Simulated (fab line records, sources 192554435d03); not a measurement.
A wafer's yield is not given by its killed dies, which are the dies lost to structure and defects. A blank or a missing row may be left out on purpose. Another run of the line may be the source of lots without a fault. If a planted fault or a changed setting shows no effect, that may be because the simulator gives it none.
2 desks, one fault | flow n5 finfet | each desk has only its own numbers; what lay behind them comes last

== TOOL OWNER'S DESK, krf scanner-02 ==
The tool's own readings at N5_PASSIVATION_EXPOSE_41 (exposes mask PASS OPEN, defocus 0 nm, target cd 40000 nm): means of the sampled wafers that have a number, for each lot that ran on this tool. If a lot's mean is further than 4 standard deviations from the usual mean, the lot is out of limits and carries the mark OUT (the distance appears in the brackets).
Columns: A = exposure dose mJ cm2 at N5_PASSIVATION_EXPOSE_41, usual 57.25
lot  | first seen here | A
L622 | day 13 03:29    | 57.25
L624 | day 14 03:12    | 57.30
L635 | day 15 19:04    | 57.25
L636 | day 16 07:06    | 55.29 (-38) OUT
L634 | day 16 10:14    | 55.29 (-38) OUT
Finding of this desk: L634, L636 out of limits; the first was L636 at day 16 07:06, on exposure dose mJ cm2 at N5_PASSIVATION_EXPOSE_41. L622, L624, L635 stayed within limits.

== AT THE METROLOGY DESK ==
Lot by lot, what the gauges showed, no matter which tool ran the lot: averages of those sampled wafers that carry a number. If a lot's mean is further than 4 standard deviations from the usual mean, the lot is out of limits and carries the mark OUT (the distance appears in the brackets).
Columns: A = cd nm at N5_MIM_TOP_LITHO_CD_MEAS_08, usual 2000.7 nm; B = cd nm at N5_PASSIVATION_CD_MEAS_44, usual 39997 nm
lot  | first seen here | A      | B
L622 | day 12 20:14    | 2000.0 | 40001
L623 | day 13 02:07    | 1997.4 | 39996
L624 | day 13 19:14    | 2000.4 | 39996
L627 | day 13 21:33    | 2001.6 | 39997
L628 | day 14 02:25    | 2002.0 | 39991
L635 | day 15 12:30    | 2001.8 | 39997
L636 | day 16 01:07    | 1998.3 | 39982 (-4.4) OUT
L634 | day 16 03:25    | 2000.6 | 39981 (-4.7) OUT
L640 | day 18 05:23    | 2000.6 | 40001
L643 | day 18 21:09    | 2001.2 | 39999
L645 | day 19 04:14    | 2000.3 | 39997
Finding of this desk: L634, L636 out of limits; the first was L636 at day 16 07:17, on cd nm at N5_PASSIVATION_CD_MEAS_44. L622, L623, L624, L627, L628, L635, L640, L643, L645 stayed within limits.

== PUT TOGETHER ==
The tool owner's desk had the chance to raise an alarm at day 16 07:06 on L634, L636.
At day 16 07:17 the metrology desk could have sounded an alarm, on L634, L636.
The lots listed all ran N5_PASSIVATION_EXPOSE_41 on krf scanner-02.

== WHAT THE SIMULATOR HAD INSERTED ==
Process parameter drift: krf scanner-02, from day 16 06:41 on, at N5_PASSIVATION_EXPOSE_41. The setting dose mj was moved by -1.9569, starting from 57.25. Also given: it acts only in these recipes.
Shown lots that were struck: L634, L636.
Fault start to first reading out of limits, in hours, per desk: tool owner, 0; metrology, 1.
